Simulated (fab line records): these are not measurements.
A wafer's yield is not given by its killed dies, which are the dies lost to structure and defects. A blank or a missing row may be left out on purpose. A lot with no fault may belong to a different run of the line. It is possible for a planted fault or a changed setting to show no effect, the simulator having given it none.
Matching of chambers	flow n5_finfet	N5_DUMMY_GATE_ETCH_29 on rie_diel-04 has 4 sister chambers
The step etches underlayer in N2/H2, target depth 13 nm. 20 wafers are shown with their chamber, then 10 later ones without.

== EACH WAFER AND ITS CHAMBER ==
wafer	chamber	showerhead_plenum_p_Torr (Torr)	drypump_motor_current_A (A)	throttle_valve_pct (%)
L079.3	1	2.53	5.8	18.13
L079.4	3	2.61	5.4	17.66
L079.6	3	2.61	5.4	17.65
L080.1	2	2.67	5.4	17.95
L080.3	1	2.53	5.8	18.15
L080.6	3	2.61	5.4	17.65
L083.1	0	2.41	6.3	18.22
L083.2	1	2.53	5.8	18.16
L083.4	0	2.41	6.3	18.23
L085.1	3	2.60	5.4	17.67
L085.2	1	2.53	5.8	18.17
L085.3	0	2.41	6.3	18.23
L085.4	1	2.53	5.8	18.15
L085.5	3	2.60	5.4	17.67
L085.6	0	2.41	6.3	18.25
L086.1	1	2.52	5.8	18.18
L086.3	0	2.41	6.3	18.25
L086.6	0	2.41	6.3	18.23
L088.2	0	2.41	6.3	18.26
L088.3	3	2.60	5.5	17.68

SIGNATURES (averages over the wafers above)
reading	chamber 0	chamber 1	chamber 2	chamber 3	scatter within a chamber
showerhead_plenum_p_Torr	2.4100	2.5283	2.6700	2.6050	0.00382
drypump_motor_current_A	6.300	5.800	5.400	5.417	0.0228
throttle_valve_pct	18.2386	18.1567	17.9500	17.6633	0.0149
Rule: distance of a wafer from a chamber = root of the sum over the readings of ((wafer's reading minus chamber's mean) / reading's scatter) squared. If the next closest chamber is less than 2 further off than the closest, the wafer can't be placed; otherwise it belongs to the closest. The scatter: the root of (the sum of the squares of (reading less its chamber's mean) over the shown wafers, divided by (wafers less chambers)).

== WAFERS WITHOUT THEIR CHAMBER ==
wafer	showerhead_plenum_p_Torr (Torr)	drypump_motor_current_A (A)	throttle_valve_pct (%)
L088.5	2.41	6.4	18.25
L090.1	2.52	5.7	18.20
L090.4	2.52	5.7	18.20
L090.5	2.60	5.4	17.69
L094.1	2.52	5.8	18.19
L094.2	2.40	6.3	18.27
L094.3	2.60	5.4	17.72
L094.4	2.60	5.4	17.71
L094.5	2.52	5.8	18.18
L094.6	2.40	6.3	18.24

== WHICH CHAMBER EACH ONE RAN IN ==
wafer	from the rows above	in truth
L088.5	0	0
L090.1	1	1
L090.4	1	1
L090.5	3	3
L094.1	1	1
L094.2	0	0
L094.3	3	3
L094.4	3	3
L094.5	1	1
L094.6	0	0
Correct placement for 10 of the 10. Left unplaced by these rows: 0. Number placed wrongly: 0.
